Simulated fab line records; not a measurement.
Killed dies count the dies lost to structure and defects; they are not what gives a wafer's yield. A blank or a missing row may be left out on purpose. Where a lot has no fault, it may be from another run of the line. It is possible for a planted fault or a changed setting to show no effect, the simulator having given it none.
2 desks, one fault / flow n5_finfet / every desk sees just its own numbers, and what lay behind them comes last

TOOL OWNER'S DESK, rie_diel-04
The tool's own readings at N5_BEOL_M5_TRENCH_ETCH_37 (etches SiCOH lowk in C4F6/O2, target depth 71.652 nm, time 24.7 s): means of the sampled wafers that have a number, for each lot that ran on this tool. If a lot's mean is further than 4 standard deviations from the usual mean, the lot is out of limits and carries the mark OUT (the distance appears in the brackets). 7 of its 8 readings are shown, namely those furthest out on some lot.
Columns: A = bias_w at N5_BEOL_M5_TRENCH_ETCH_37, usual 185.0 W; B = drypump_motor_current_A at N5_BEOL_M5_TRENCH_ETCH_37, usual 5.6 A; C = oes_f_703_au at N5_BEOL_M5_TRENCH_ETCH_37, usual 0.78 a.u.; D = oes_product_au at N5_BEOL_M5_TRENCH_ETCH_37, usual 0.78 a.u.; E = run_length_s at N5_BEOL_M5_TRENCH_ETCH_37, usual 48.0 s; F = showerhead_plenum_p_Torr at N5_BEOL_M5_TRENCH_ETCH_37, usual 2.85 Torr; G = throttle_valve_pct at N5_BEOL_M5_TRENCH_ETCH_37, usual 20.97 %
lot=L937; first seen here=day 10 12:46; A=183.9; B=5.9; C=0.74; D=0.70; E=46.4; F=2.93; G=21.17
lot=L938; first seen here=day 10 15:25; A=185.2; B=6.0; C=0.75; D=0.74; E=46.4; F=2.84; G=21.10
This desk's finding: nothing out of limits on any of the 2 lots.

THE METROLOGY DESK
What the gauges read, lot by lot, whatever tool the lot ran on: means of the sampled wafers that have a number. If a lot's mean is further than 4 standard deviations from the usual mean, the lot is out of limits and carries the mark OUT (the distance appears in the brackets). Readings shown: 7 out of 31 (the first out of limits, and those lying furthest out on some lot).
Columns: A = trench_depth_nm at N5_BEOL_M5_OCD_MEAS_38, usual 71.1 nm; B = M5_THK at N5_BEOL_M5_THK_MEAS_53, usual 61.3 nm; C = M5_RS at N5_BEOL_M5_RS_MEAS_57, usual 0.393 ohm/sq; D = COMB_M12 at N5_BEOL_M15_RC_MEAS_101, usual 7.4e-12 S/m; E = COMB_M8 at N5_BEOL_M15_RC_MEAS_101, usual 2.6e-11 S/m; F = SERP_M5 at N5_BEOL_M15_RC_MEAS_101, usual 39.5 ohm/um; G = SERP_M5_max_site at N5_BEOL_M15_RC_MEAS_101, usual 40.9 ohm/um
lot=L931; first seen here=day 8 04:12; A=71.7; B=62.1; C=0.386; D=8.9e-12; E=2.7e-11; F=39.8; G=41.9
lot=L932; first seen here=day 8 14:33; A=71.6; B=62.9; C=0.377; D=5.4e-12; E=2.7e-11; F=37.4; G=38.9
lot=L937; first seen here=day 10 12:55; A=66.1 (-4.5) OUT; B=56.9; C=0.443 (+4.5) OUT; D=1.0e-11; E=2.2e-11; F=44.5; G=46.3
lot=L938; first seen here=day 10 15:34; A=66.1 (-4.6) OUT; B=56.8; C=0.436; D=7.6e-12; E=3.6e-11; F=42.2; G=43.8
lot=L950; first seen here=day 13 02:17; A=71.9; B=62.5; C=0.384; D=7.3e-12; E=2.4e-11; F=39.0; G=42.1
lot=L951; first seen here=day 14 03:09; A=70.4; B=60.9; C=0.399; D=6.0e-12; E=2.2e-11; F=40.4; G=41.4
lot=L952; first seen here=day 14 10:09; A=72.7; B=61.2; C=0.389; D=9.6e-12; E=2.9e-11; F=39.9; G=40.8
This desk's finding: out of limits on L937, L938; first on L937, day 10 12:55 (trench_depth_nm at N5_BEOL_M5_OCD_MEAS_38). Within limits: L931, L932, L950, L951, L952.

PUT TOGETHER
On L937, L938, the metrology desk was in a position to raise an alarm at day 10 12:55.
Nothing out of limits was seen by the tool owner's desk.
Tool owner's desk: L937, L938 on record, inside its limits.
Of the lots named, all ran N5_BEOL_M5_TRENCH_ETCH_37 on rie_diel-04.

WHAT HAD BEEN PUT IN BY THE SIMULATOR
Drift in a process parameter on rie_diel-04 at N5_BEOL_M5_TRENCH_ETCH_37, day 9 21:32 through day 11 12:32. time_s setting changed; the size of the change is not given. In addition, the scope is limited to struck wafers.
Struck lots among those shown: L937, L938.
Hours from the fault's start to each desk's first reading out of limits: the metrology desk, 15.
